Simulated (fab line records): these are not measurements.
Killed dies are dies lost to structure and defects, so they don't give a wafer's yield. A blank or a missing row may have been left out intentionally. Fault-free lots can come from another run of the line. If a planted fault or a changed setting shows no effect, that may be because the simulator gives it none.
A lot that was struck, set against a sound lot :: flow nand harc :: 11 out of 1302 route steps
Sound: wafers L273.4, L273.5, L273.6. Struck: wafers L272.1, L272.3, L272.6. The cause is given at the end.
At each step with rows: each side's tool, then ch and its chambers, then its first start. Under that, the readings that differ: sound wafers :: struck wafers :: difference of the means :: sigmas: that difference in standard deviations of wafers without a fault.
alike: same words and numbers on both sides, and readings whose means sit less than 2 such deviations apart. not compared: any withheld reading, any reading some wafer has no value for, any bound like >300 that may hide the same value, and any number with overlapping values for which the record gives no deviation.
The two part at a step that has a row with sigmas, a row that says differs or no value, or rows on one side only. When numbers do not overlap yet have no deviation, they are printed without sigmas and do not part them. Lack of a reading on every wafer of one side parts them only where that side has two or more wafers.

first, 1 step without rows for these wafers: NHARC_A_WL_FILL_CVD_23 (deposits poly-Si, target thk 40 nm, time 800 s).
NHARC_A_WL_FILL_ETCHBACK_26: etches the open film in HBr, target depth 52 nm, time 13.3 s.
  sound on rie si-04 ch 0,1, day 27 04:08; struck on rie si-05 ch 1,2,3, day 24 20:13
  alike: drypump motor current A, oes product au, throttle valve pct
  not compared: rf hours counter h
then, 2 steps without rows for these wafers: NHARC_A_WL_FILL_PRECLEAN_30 (cleans in dHF, time 10 s); NHARC_A_WL_FILL_SRD_14.
NHARC_A_WL_FILL_ALD_19: deposits TiN, target thk 2 nm, pulse time 3 s, ald cycles 100.
  sound on ald metal-04 ch 0,1,2, day 27 04:25; struck on ald metal-02 ch 0,2,3, day 24 20:29
  alike: heater power w, precursor pulse height rel
NHARC_A_WL_FILL_CVD_20: deposits W, target thk 100 nm, time 74 s.
  sound: cvd w-02 ch 0,1; struck: cvd w-02 ch 1
  alike: chamber pressure Torr, heater power w, mfc ar sccm, throttle valve pct
NHARC_A_WL_FILL_CMP_12: polishes, t overpolish 30 s, target thk 100 nm.
  sound on cmp-01 ch 1,2,3, day 27 04:49; struck on cmp-04 ch 1,2, day 24 20:52
reading: slurry flow ml min
sound: 149.8 150.3 150.3
struck: 149.5 149.0 149.0
difference: -1.0
sigmas: -2
  alike: motor current A, overpolish run s, time to endpoint s
following that, these wafers have no rows for 1 step: NHARC_A_WL_FILL_SRD_31.
NHARC_A_WL_FILL_INSPECT_15:
  sound on defect inspect-02 at day 27 05:15; struck on defect inspect-02 at day 24 21:21
  alike: raw defect count
NHARC_A_CONTACT_DEP_24: deposits SiO2, target thk 500 nm.
  sound on pecvd-01 ch 0,1,2, day 27 05:30; struck on pecvd-04 ch 1,2, day 24 21:25
reading: mfc precursor sccm (sccm)
sound: 160.8 161.5 161.2
struck: 174.1 172.9 173.3
difference: +12.3
sigmas: +29
  alike: chamber pressure Torr, heater power w, throttle valve pct
-- break in the record here, with 4 days between the starts of the struck wafers on either side (left off in module A_CONTACT, picked up again in module END, where the first step shown is number 1302 on the route) --
NHARC_END_SORT_01:
  only the struck wafers appear in the record here, on prober-02 ch 0 at day 28 11:41; the sound ones have no rows

## WHERE THEY PART
Last at NHARC_END_SORT_01 as far as this record goes, first at NHARC_A_WL_FILL_CMP_12.

WHY: what the simulator had put in
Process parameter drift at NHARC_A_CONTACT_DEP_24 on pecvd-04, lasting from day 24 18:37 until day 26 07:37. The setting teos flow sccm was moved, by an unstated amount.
